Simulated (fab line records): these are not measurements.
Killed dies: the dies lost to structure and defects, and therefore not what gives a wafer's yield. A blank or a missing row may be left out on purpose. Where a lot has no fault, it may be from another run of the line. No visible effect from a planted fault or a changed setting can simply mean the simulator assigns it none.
Split-lot study + flow n5Finfet + route with 1938 steps; 7 lots, 21 wafers read

== ABOUT THE SPLIT ==
At N5_BEOL_M11_COAT_59 (time 60 s, resist thk 100 nm), the setting spinRpm was moved away from the recipe's 1500 rpm on 7 of the 21 wafers read, by -4.6% to +9.7%. This setting was run at the recipe's value on the other wafers.

== FROM THE SPLIT TO THE READING: what the file shows between them, 4 steps ==
- N5_BEOL_M11_COAT_60: time 60 s, resist thk 30 nm
- N5_BEOL_M11_COAT_05: resist thk 90 nm
- N5_BEOL_M11_DESCUM_16: chemistry O2, time 7.9 s
- N5_BEOL_M11_ETCH_61: etches SiARC in CF4, target depth 39 nm, time 65 s

== THE READING ==
etch.depthNm (the simulator's own value, which no gauge read), in nm, at N5_BEOL_M11_ETCH_62 (etches SOC in N2/H2, target depth 110 nm, overetch 22 nm, time 165 s). There is no usual value for it anywhere in the file. Here, 14 wafers ran the recipe; their average is 99.87 nm with a standard deviation of 0.23 nm.

| wafer  | tool, chamber at the split | spinRpm as run, rpm | against the recipe | etch.depthNm, nm | against lot-mates on the recipe |
|--------|----------------------------|---------------------|--------------------|------------------|---------------------------------|
| L074.2 | lithoTrack-02, 0           | 1500                | recipe             | 100.2            | -                               |
| L074.3 | lithoTrack-02, 0           | 1431                | -4.6%              | 102.3            | +2.24                           |
| L074.6 | lithoTrack-02, 0           | 1500                | recipe             | 99.92            | -                               |
| L081.3 | lithoTrack-05, 0           | 1500                | recipe             | 99.83            | -                               |
| L081.4 | lithoTrack-05, 0           | 1500                | recipe             | 100.1            | -                               |
| L081.6 | lithoTrack-05, 0           | 1500                | recipe             | 100.1            | -                               |
| L084.1 | lithoTrack-02, 0           | 1646                | +9.7%              | 95.32            | -4.88                           |
| L084.3 | lithoTrack-02, 0           | 1500                | recipe             | 100.2            | -                               |
| L084.4 | lithoTrack-02, 0           | 1646                | +9.7%              | 95.54            | -4.66                           |
| L087.1 | lithoTrack-05, 0           | 1591                | +6.1%              | 96.86            | -3.06                           |
| L087.2 | lithoTrack-05, 0           | 1500                | recipe             | 99.92            | -                               |
| L087.5 | lithoTrack-05, 0           | 1591                | +6.1%              | 97               | -2.92                           |
| L090.2 | lithoTrack-02, 0           | 1500                | recipe             | 99.55            | -                               |
| L090.5 | lithoTrack-02, 0           | 1500                | recipe             | 99.62            | -                               |
| L090.6 | lithoTrack-02, 0           | 1500                | recipe             | 99.49            | -                               |
| L093.2 | lithoTrack-02, 0           | 1500                | recipe             | 99.88            | -                               |
| L093.3 | lithoTrack-02, 0           | 1500                | recipe             | 99.63            | -                               |
| L093.4 | lithoTrack-02, 0           | 1500                | recipe             | 99.8             | -                               |
| L091.1 | lithoTrack-02, 0           | 1500                | recipe             | 100              | -                               |
| L091.3 | lithoTrack-02, 0           | 1602                | +6.8%              | 96.64            | -3.36                           |
| L091.6 | lithoTrack-02, 0           | 1602                | +6.8%              | 96.78            | -3.22                           |

THE FIT
A straight line over all 21 wafers: etch.depthNm changes by -0.47 nm for each +1% of spinRpm; r = -0.99; the points scatter about the line by 0.21 nm.
The same after taking each lot's own level away (the mean of its wafers on the recipe; 21 wafers): -0.489 nm for each +1%; r = -1.00; scatter 0.096 nm.
Per that fit: largest spinRpm move, reading shift of 4.8 nm.
Measured against the standard deviation above, the lots' own levels, which go from 99.553 to 100.200 nm, span 2.9 times it.
Hence the lot-to-lot level has little effect on the slope; both slopes agree.
Check: -4.72 nm against its lot-mates is what the line predicts for one of the wafers moved furthest among these (+9.7%) when that wafer is left out of the fit. It came out at -4.88 nm against them.

== THE OTHER SPLITS THESE WAFERS WENT THROUGH ==
Other splits were also applied to these wafers ahead of the reading. Each is held against what the fit with the lots' levels taken away leaves over:
| other split on the same wafers | wafers away from the commonest value | r with etch.depthNm (lot level and that fit taken away) |
|--------------------------------|--------------------------------------|---------------------------------------------------------|
| N5_BEOL_M10_PEB_26 pebTimeS    | 7                                    | +0.29                                                   |
| N5_BEOL_M11_PECVD_70 tempC     | 9                                    | -0.25                                                   |

== THE WHOLE CHAIN: every reading that the file lists as answering this split, in the file's order ==
| step                | what it does                                                         | reading                                                                        | change (the file's fit)               | r (the file's) |
|---------------------|----------------------------------------------------------------------|--------------------------------------------------------------------------------|---------------------------------------|----------------|
| N5_BEOL_M11_COAT_59 | time 60 s, resist thk 100 nm                                         | SOC_of_BEOL_M11_COAT_59.thkNm (the simulator's own value, which no gauge read) | -0.486 nm for each +1% of the setting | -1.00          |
| N5_BEOL_M11_ETCH_62 | etches SOC in N2/H2, target depth 110 nm, overetch 22 nm, time 165 s | etch.depthNm (the simulator's own value, which no gauge read)                  | -0.488 nm for each +1% of the setting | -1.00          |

== FILE'S OWN FIT ==
etch.depthNm changes by -0.488 nm for each +1% of spinRpm, r = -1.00.
